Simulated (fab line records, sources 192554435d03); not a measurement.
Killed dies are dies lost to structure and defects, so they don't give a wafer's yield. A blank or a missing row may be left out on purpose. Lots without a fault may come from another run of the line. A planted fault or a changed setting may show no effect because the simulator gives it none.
Which tool did it? | flow n5_finfet | 9 lots, 27 wafers sampled, at 5 steps of a route of 1938

WHAT THE GAUGES READ, wafer by wafer
N5_BEOL_M0_CUTY_OVL_MEAS_58. Usual: M0_ABLK_OVL 0.1 nm, standard deviation 0.72.
lot  | measured     | on         | M0_ABLK_OVL (nm) | flag
L276 | day 6 17:12  | overlay-02 | 0.3 0.8 -0.1     |
L282 | day 8 05:15  | overlay-02 | 0.4 1.1 0.3      |
L287 | day 9 09:02  | overlay-01 | 1.0 0.9 0.4      |
L289 | day 9 16:04  | overlay-01 | 0.4 0.3 0.4      |
L290 | day 9 20:32  | overlay-01 | 0.1 -0.1 -0.2    |
L291 | day 10 03:04 | overlay-02 | -1.0 -0.4 -1.3   |
L293 | day 10 21:30 | overlay-02 | 0.0 0.0 -0.5     |
L294 | day 11 01:34 | overlay-02 | 0.7 1.1 -0.1     |
L296 | day 11 08:14 | overlay-01 | -1.1 -0.5 -0.6   |

N5_BEOL_M4_RC_MEAS_101. Usual: DIBL_N 36.8 mV/V, standard deviation 1.9; DIBL_P 36.5 mV/V, standard deviation 2.1; IOFF_N 0.17 nA/um, standard deviation 0.038; IOFF_P 0.22 nA/um, standard deviation 0.039; ION_N 675 uA/um, standard deviation 12; ION_P 463 uA/um, standard deviation 7.4; SS_N 71.6 mV/dec, standard deviation 0.71; SS_P 73.4 mV/dec, standard deviation 0.72; VT_N 249 mV, standard deviation 3.3; VT_P -250 mV, standard deviation 3.3.
lot  | measured     | on        | DIBL_N (mV/V)  | DIBL_P (mV/V)  | IOFF_N (nA/um) | IOFF_P (nA/um) | ION_N (uA/um) | ION_P (uA/um) | SS_N (mV/dec)  | SS_P (mV/dec)  | VT_N (mV)   | VT_P (mV)      | flag
L276 | day 9 03:22  | prober-01 | 34.4 33.6 34.9 | 35.3 34.6 35.1 | 0.14 0.13 0.15 | 0.19 0.18 0.19 | 671 657 670   | 453 455 455   | 70.9 71.0 70.8 | 73.0 72.9 73.9 | 250 252 253 | -252 -251 -251 |
L282 | day 10 14:47 | prober-01 | 36.0 35.7 35.4 | 36.5 35.2 34.8 | 0.19 0.16 0.15 | 0.24 0.21 0.20 | 684 659 659   | 467 457 457   | 72.3 72.1 71.8 | 73.6 73.2 72.9 | 247 252 250 | -248 -250 -248 |
L287 | day 12 23:21 | prober-01 | 39.0 34.7 41.0 | 37.3 34.8 40.3 | 0.23 0.14 0.31 | 0.27 0.23 0.33 | 668 682 682   | 461 480 470   | 73.2 70.9 72.9 | 73.8 73.4 75.1 | 247 251 242 | -244 -248 -243 |
L293 | day 14 18:22 | prober-02 | 34.5 35.6 36.0 | 33.5 34.9 35.2 | 0.12 0.13 0.15 | 0.15 0.17 0.17 | 681 677 676   | 463 462 456   | 70.7 71.7 72.1 | 72.4 73.2 73.9 | 252 254 250 | -252 -253 -254 |
L294 | day 15 02:19 | prober-01 | 36.0 39.1 37.1 | 36.2 39.6 37.7 | 0.15 0.19 0.17 | 0.20 0.25 0.24 | 674 679 675   | 460 459 464   | 71.2 72.2 72.1 | 72.9 74.1 73.0 | 249 246 249 | -252 -249 -252 |
L296 | day 14 21:04 | prober-01 | 36.3 36.0 35.1 | 35.6 34.3 33.1 | 0.14 0.12 0.12 | 0.21 0.19 0.18 | 661 661 654   | 463 462 457   | 71.8 70.5 70.5 | 72.3 72.2 72.3 | 252 254 254 | -248 -251 -250 |

WHICH TOOL RAN EACH LOT (tool, then ch and the chambers of the sampled wafers, then the start)
lot  | N5_BEOL_M0_WET_ETCH_106             | N5_BEOL_M0_STRIP_142               | N5_BEOL_M0_ETCH_109
L276 | wet_bench-05 ch 3,6,7, day 6 18:49  | rie_diel-01 ch 1,3, day 6 18:58    | rie_diel-01 ch 0,1,2, day 6 19:32
L282 | wet_bench-05 ch 1,2,4, day 8 07:13  | rie_diel-01 ch 1,2, day 8 07:37    | rie_diel-01 ch 1,3, day 8 07:49
L287 | wet_bench-05 ch 1,2,3, day 9 12:56  | rie_diel-04 ch 0,3, day 9 13:04    | rie_diel-01 ch 1,3, day 9 13:18
L289 | wet_bench-05 ch 1,3,5, day 9 18:11  | rie_diel-04 ch 0,2,3, day 9 18:18  | rie_diel-01 ch 1,3, day 9 18:38
L290 | wet_bench-06 ch 4,6,7, day 9 22:04  | rie_diel-01 ch 1,3, day 9 22:11    | rie_diel-04 ch 0,2,3, day 9 22:22
L291 | wet_bench-05 ch 1,4,5, day 10 04:05 | rie_diel-03 ch 0,2,3, day 10 04:12 | rie_diel-04 ch 0,1,3, day 10 04:23
L293 | wet_bench-05 ch 0,4,7, day 11 01:04 | rie_diel-03 ch 0,2,3, day 11 01:25 | rie_diel-01 ch 1,3, day 11 01:37
L294 | wet_bench-05 ch 2,5,7, day 11 07:48 | rie_diel-04 ch 2,3, day 11 08:02   | rie_diel-04 ch 0,1,3, day 11 08:13
L296 | wet_bench-05 ch 2,5,6, day 11 09:05 | rie_diel-03 ch 0,1,3, day 11 09:12 | rie_diel-04 ch 1,2, day 11 09:24
- N5_BEOL_M0_WET_ETCH_106: etches SiO2 in DHF, target depth 130 nm, rinse time 30 s.
- N5_BEOL_M0_STRIP_142: strips in N2/H2, time 10 s.
- N5_BEOL_M0_ETCH_109: etches SiCN in CH3F/O2, target depth 8 nm, overetch 2.4 nm, time 27.4 s.

WHAT THE TOOLS THEMSELVES READ (means of the sampled wafers that have a number; where no wafer has one, the mark that the record gives instead)
N5_BEOL_M0_WET_ETCH_106. Usual: bath_heat_duty_pct 6.3 %, standard deviation 0.69; rinse_temp_c 22.99 C, standard deviation 0.097.
lot  | tool         | bath_heat_duty_pct (%) | rinse_temp_c (C) | flag
L276 | wet_bench-05 | 6.3                    | 23.04            |
L282 | wet_bench-05 | 6.0                    | 23.03            |
L287 | wet_bench-05 | 7.1                    | 22.99            |
L289 | wet_bench-05 | -                      | -                | OFF
L290 | wet_bench-06 | -                      | -                | OFF
L291 | wet_bench-05 | -                      | -                | OFF
L293 | wet_bench-05 | 7.1                    | 23.03            |
L294 | wet_bench-05 | 6.4                    | 22.88            |
L296 | wet_bench-05 | 6.0                    | 23.02            |

N5_BEOL_M0_STRIP_142. Usual: chamber_pressure_mTorr 19.998 mTorr, standard deviation 0.02; drypump_motor_current_A 5.51 A, standard deviation 0.29; oes_product_au 0.78 a.u., standard deviation 0.1; rf_vpp_V 59.1 V, standard deviation 0.85; showerhead_plenum_p_Torr 2.53 Torr, standard deviation 0.086; throttle_valve_pct 23.5 %, standard deviation 0.31.
lot  | tool        | chamber_pressure_mTorr (mTorr) | drypump_motor_current_A (A) | oes_product_au (a.u.) | rf_vpp_V (V) | showerhead_plenum_p_Torr (Torr) | throttle_valve_pct (%) | flag
L276 | rie_diel-01 | 20.010                         | 5.51                        | 0.77                  | 59.2         | 2.43                            | 23.3                   |
L282 | rie_diel-01 | 20.016                         | 5.73                        | 0.71                  | 59.5         | 2.41                            | 23.5                   |
L287 | rie_diel-04 | 19.999                         | 5.43                        | 0.72                  | 59.4         | 2.53                            | 23.9                   |
L289 | rie_diel-04 | 19.993                         | 5.39                        | 0.81                  | 59.6         | 2.51                            | 23.5                   |
L290 | rie_diel-01 | 19.981                         | 5.52                        | 0.75                  | 58.5         | 2.42                            | 23.3                   |
L291 | rie_diel-03 | 19.999                         | 5.41                        | 0.89                  | 60.3         | 2.62                            | 23.6                   |
L293 | rie_diel-03 | 19.992                         | 5.41                        | 0.87                  | 59.0         | 2.62                            | 23.6                   |
L294 | rie_diel-04 | 19.996                         | 5.35                        | 0.86                  | 59.6         | 2.50                            | 23.2                   |
L296 | rie_diel-03 | 19.993                         | 5.70                        | 0.89                  | 59.9         | 2.59                            | 23.5                   |

N5_BEOL_M0_ETCH_109. Usual: CH3F_flow_sccm 30.01 sccm, standard deviation 0.086; O2_flow_sccm 20.00 sccm, standard deviation 0.066; chamber_pressure_mTorr 30.001 mTorr, standard deviation 0.027; drypump_motor_current_A 5.46 A, standard deviation 0.27; oes_product_au 0.66 a.u., standard deviation 0.076; rf_fwd_power_W 392.6 W, standard deviation 1.4; rf_vpp_V 297.0 V, standard deviation 1.7; showerhead_plenum_p_Torr 1.99 Torr, standard deviation 0.074; throttle_valve_pct 16.26 %, standard deviation 0.19.
lot  | tool        | CH3F_flow_sccm (sccm) | O2_flow_sccm (sccm) | chamber_pressure_mTorr (mTorr) | drypump_motor_current_A (A) | oes_product_au (a.u.) | rf_fwd_power_W (W) | rf_vpp_V (V) | showerhead_plenum_p_Torr (Torr) | throttle_valve_pct (%) | flag
L276 | rie_diel-01 | 29.93                 | 20.04               | 29.987                         | 5.58                        | 0.62                  | 393.8              | 296.8        | 1.96                            | 16.34                  |
L282 | rie_diel-01 | 30.02                 | 20.06               | 30.001                         | 5.50                        | 0.64                  | 391.2              | 295.4        | 1.91                            | 16.22                  |
L287 | rie_diel-01 | 30.04                 | 20.00               | 30.014                         | 5.36                        | 0.69                  | 391.1              | 296.1        | 1.92                            | 16.15                  |
L289 | rie_diel-01 | 30.06                 | 20.02               | 30.008                         | 5.50                        | 0.63                  | 391.1              | 295.5        | 1.91                            | 16.24                  |
L290 | rie_diel-04 | 30.04                 | 20.01               | 30.010                         | 5.39                        | 0.69                  | 392.3              | 297.3        | 1.97                            | 16.14                  |
L291 | rie_diel-04 | 29.97                 | 20.04               | 30.031                         | 5.55                        | 0.61                  | 392.8              | 295.7        | 1.96                            | 16.33                  |
L293 | rie_diel-01 | 30.00                 | 20.02               | 29.999                         | 5.38                        | 0.67                  | 392.3              | 295.9        | 1.91                            | 16.17                  |
L294 | rie_diel-04 | 29.95                 | 20.03               | 29.979                         | 5.56                        | 0.61                  | 392.7              | 295.2        | 1.95                            | 16.36                  |
L296 | rie_diel-04 | 30.03                 | 19.99               | 30.001                         | 5.74                        | 0.67                  | 390.9              | 296.5        | 1.92                            | 16.21                  |

THE ANSWER, worked out from the rows above alone
Rule: a lot is off if the mean of its wafers that have a number lies more than 3 standard deviations from the usual mean. A lot without any number at a reading at which 4 lots or more have one is off too. The other lots that the step has rows for count as sound. The gauges are gone through in route order, then the tools' own readings, and for those a lot's mean is taken as printed above. The first step at which some lot is off is used, and at that step the reading that is off furthest; a lot without a number counts as furthest.
Off: L289, L290, L291, at N5_BEOL_M0_WET_ETCH_106 (bath_heat_duty_pct). Without a number there: L289, L290, L291.
A tool fits if, at that step or a process step before it, it ran every lot that is off, and no sound lot after the first of them. None of those tried fits.

WHAT THE SIMULATOR HAD PUT IN
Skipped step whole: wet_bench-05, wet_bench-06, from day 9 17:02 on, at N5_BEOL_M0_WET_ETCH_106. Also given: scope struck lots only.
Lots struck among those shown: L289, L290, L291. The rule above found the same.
